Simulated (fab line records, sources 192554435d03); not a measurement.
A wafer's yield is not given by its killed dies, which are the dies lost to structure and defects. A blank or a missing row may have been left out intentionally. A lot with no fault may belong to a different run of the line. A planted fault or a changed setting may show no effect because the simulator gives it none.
Split-lot study	flow n5 finfet	route with 1938 steps; 7 lots, 39 wafers read

## ABOUT THE SPLIT
At N5_BEOL_M1_ILD_DEP_00 (deposits SiOC from DEMS/O2, target thk 79 nm, time 15.3 s), the setting target thk a was moved away from the recipe's 790 angstrom on 18 of the 39 wafers read, by -45.0% to +54.7%. The other wafers ran this setting at the recipe's value.

Split to reading: the file shows no intervening step.

## THE READING
M1_ILD_THK (nm), taken at N5_BEOL_M1_THK_MEAS_01. Fault-free wafers of this fab line usually give 79.0 nm, standard deviation 1.1 nm.

wafer	tool, chamber at the split	target thk a as run, angstrom	against the recipe	M1_ILD_THK, nm	against lot-mates on the recipe
L076.1	pecvd-02, 2	1162	+47.1%	116.4	+36.6
L076.2	pecvd-02, 0	1162	+47.1%	116.6	+36.8
L076.3	pecvd-02, 1	790	recipe	79.0	-
L076.4	pecvd-02, 1	1162	+47.1%	118.8	+39.0
L076.5	pecvd-02, 2	790	recipe	80.5	-
L076.6	pecvd-02, 0	790	recipe	79.9	-
L084.1	pecvd-01, 1	790	recipe	77.2	-
L084.2	pecvd-01, 2	790	recipe	76.8	-
L084.3	pecvd-01, 0,1	645.4	-18.3%	62.6	-14.8
L084.4	pecvd-01, 2	645.4	-18.3%	63.2	-14.2
L084.5	pecvd-01, 0,1	645.4	-18.3%	62.5	-14.9
L084.6	pecvd-01, 0	790	recipe	78.1	-
L085.1	pecvd-04, 1	790	recipe	78.0	-
L085.2	pecvd-04, 0	790	recipe	77.7	-
L085.3	pecvd-04, 2	454.7	-42.4%	44.3	-34.0
L085.4	pecvd-04, 1	790	recipe	79.3	-
L085.5	pecvd-04, 0	454.7	-42.4%	45.4	-32.9
L085.6	pecvd-04, 2	454.7	-42.4%	44.7	-33.6
L088.1	pecvd-01, 2	790	recipe	78.1	-
L088.2	pecvd-01, 0	561.8	-28.9%	55.8	-22.5
L088.3	pecvd-01, 1	790	recipe	77.0	-
L088.4	pecvd-01, 0	790	recipe	79.8	-
L088.5	pecvd-01, 1	561.8	-28.9%	57.0	-21.3
L088.6	pecvd-01, 2	561.8	-28.9%	56.4	-21.9
L095.1	pecvd-01, 0	790	recipe	78.9	-
L095.3	pecvd-01, 2	790	recipe	77.6	-
L095.6	pecvd-01, 1	790	recipe	79.2	-
L096.1	pecvd-02, 0	1222	+54.7%	120.8	+41.5
L096.2	pecvd-02, 1	1222	+54.7%	122.0	+42.7
L096.3	pecvd-02, 1	790	recipe	79.2	-
L096.4	pecvd-02, 0	1222	+54.7%	123.2	+43.9
L096.5	pecvd-02, 0	790	recipe	79.0	-
L096.6	pecvd-02, 1	790	recipe	79.8	-
L097.1	pecvd-02, 0	790	recipe	79.6	-
L097.2	pecvd-02, 2	434.2	-45.0%	43.8	-36.8
L097.3	pecvd-02, 1	434.2	-45.0%	44.7	-35.9
L097.4	pecvd-02, 0	790	recipe	80.8	-
L097.5	pecvd-02, 2	434.2	-45.0%	45.0	-35.6
L097.6	pecvd-02, 1	790	recipe	81.4	-
When a row names more than one chamber, that row covers several wafers, and the file does not tell which wafer ran in which chamber.

THE FIT
A straight line over all 39 wafers: M1_ILD_THK changes by +0.794 nm for each +1% of target thk a; r = +1.00; the points scatter about the line by 1.3 nm.
The same after taking each lot's own level away (the mean of its wafers on the recipe; 39 wafers): +0.788 nm for each +1%; r = +1.00; scatter 0.81 nm.
The reading moves by 43 nm for the largest change in target thk a, on that fit.
Measured against the standard deviation above, the lots' own levels, which go from 77.37 to 80.60 nm, span 2.9 times it.
The two slopes are in agreement: the lot-to-lot level therefore moves the slope only a little.
Check: +43.4 nm against its lot-mates is what the line predicts for one of the wafers moved furthest among these (+54.7%) when that wafer is left out of the fit. It came out at +41.5 nm against them.

## ADDITIONAL SPLITS CARRIED BY THESE WAFERS
Before the reading, these wafers also passed through other splits. Each is held against what the fit with the lots' levels taken away leaves over:
other split on the same wafers	wafers away from the commonest value	r with M1_ILD_THK (lot level and that fit taken away)
N5_ZERO_LAYER_DEVELOP_10 develop time s	18	+0.22
N5_FIN_SAQP_HM_DEP_72 time s	15	+0.24
N5_SD_EPI_N_ETCH_45 target depth a	18	-0.05
N5_SDB_ALD_29 ald cycles	12	-0.14
N5_MOL_CONTACT_COAG_PRECLEAN_111 time s	9	-0.04

## THE WHOLE CHAIN: every reading that the file lists as answering this split, in the file's order
step	what it does	reading	change (the file's fit)	r (the file's)
N5_BEOL_M1_ILD_DEP_00	deposits SiOC from DEMS/O2, target thk 79 nm, time 15.3 s	SiOC_of_BEOL_M1_ILD_DEP_00.thk nm (the simulator's own value, which no gauge read)	+0.787 nm for each +1% of the setting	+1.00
N5_BEOL_M1_THK_MEAS_01		M1_ILD_THK	+0.788 for each +1% of the setting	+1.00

## THE FILE'S OWN FIT
M1_ILD_THK changes by +0.788 nm for each +1% of target thk a, r = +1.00.
